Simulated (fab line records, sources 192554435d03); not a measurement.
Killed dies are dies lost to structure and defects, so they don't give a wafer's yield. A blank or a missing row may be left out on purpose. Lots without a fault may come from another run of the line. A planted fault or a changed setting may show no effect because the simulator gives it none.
Chamber matching | flow n5_finfet | N5_BEOL_M3_ETCH_77 on rie_diel-02: 4 sister chambers
The step etches underlayer in N2/H2, target depth 6.5 nm, time 5.2 s. 16 wafers are shown with their chamber, then 8 later ones without.

WAFERS WITH THEIR CHAMBER
wafer  | chamber | drypump_motor_current_A (A) | throttle_valve_pct (%) | etch_rf_on_time_s (s)
L074.3 | 2       | 5.7                         | 18.26                  | 4.91
L074.4 | 1       | 5.8                         | 18.06                  | 5.34
L074.6 | 1       | 5.7                         | 18.04                  | 5.29
L075.1 | 0       | 6.7                         | 17.32                  | 5.18
L075.2 | 1       | 5.7                         | 18.05                  | 5.24
L075.4 | 3       | 5.8                         | 17.75                  | 5.19
L084.2 | 1       | 5.8                         | 18.08                  | 5.35
L084.4 | 1       | 5.8                         | 18.10                  | 5.35
L084.6 | 0       | 6.7                         | 17.35                  | 5.12
L086.2 | 1       | 5.7                         | 18.12                  | 5.29
L086.5 | 0       | 6.6                         | 17.37                  | 5.08
L086.6 | 1       | 5.8                         | 18.10                  | 5.22
L088.1 | 0       | 6.7                         | 17.36                  | 5.14
L088.2 | 2       | 5.7                         | 17.89                  | 4.66
L088.3 | 1       | 5.7                         | 18.11                  | 5.20
L090.1 | 2       | 5.7                         | 17.92                  | 4.64

SIGNATURES (means of the wafers above)
reading                 | chamber 0 | chamber 1 | chamber 2 | chamber 3 | scatter within a chamber
drypump_motor_current_A | 6.675     | 5.750     | 5.700     | 5.800     | 0.0479
throttle_valve_pct      | 17.3500   | 18.0825   | 18.0233   | 17.7500   | 0.0876
etch_rf_on_time_s       | 5.1300    | 5.2850    | 4.7367    | 5.1900    | 0.0793
Rule: a wafer's distance from a chamber is the root of the sum, over the readings, of the square of ((its reading less the chamber's mean) divided by the reading's scatter). The wafer belongs to the nearest chamber; if the next one is less than 2 further off, it can't be placed. The scatter: the root of (the sum of the squares of (reading less its chamber's mean) over the shown wafers, divided by (wafers less chambers)).

WAFERS WITHOUT THEIR CHAMBER
wafer  | drypump_motor_current_A (A) | throttle_valve_pct (%) | etch_rf_on_time_s (s)
L090.3 | 6.7                         | 17.37                  | 5.21
L090.5 | 6.7                         | 17.39                  | 5.24
L091.1 | 6.7                         | 17.37                  | 5.07
L091.2 | 5.7                         | 17.93                  | 4.64
L091.4 | 5.7                         | 18.12                  | 5.24
L097.2 | 6.7                         | 17.38                  | 5.16
L097.4 | 5.9                         | 17.81                  | 5.33
L097.5 | 5.7                         | 18.15                  | 5.31

WHICH CHAMBER EACH WENT THROUGH
wafer  | from the rows above     | in truth
L090.3 | 0                       | 0
L090.5 | 0                       | 0
L091.1 | 0                       | 0
L091.2 | 2                       | 2
L091.4 | 1                       | 1
L097.2 | 0                       | 0
L097.4 | can't be placed: 3 or 1 | 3
L097.5 | 1                       | 1
Placed correctly: 7 of 8. Can't be placed from these rows: 1 (the true chamber is among the candidates in 1). Placed wrongly: 0.
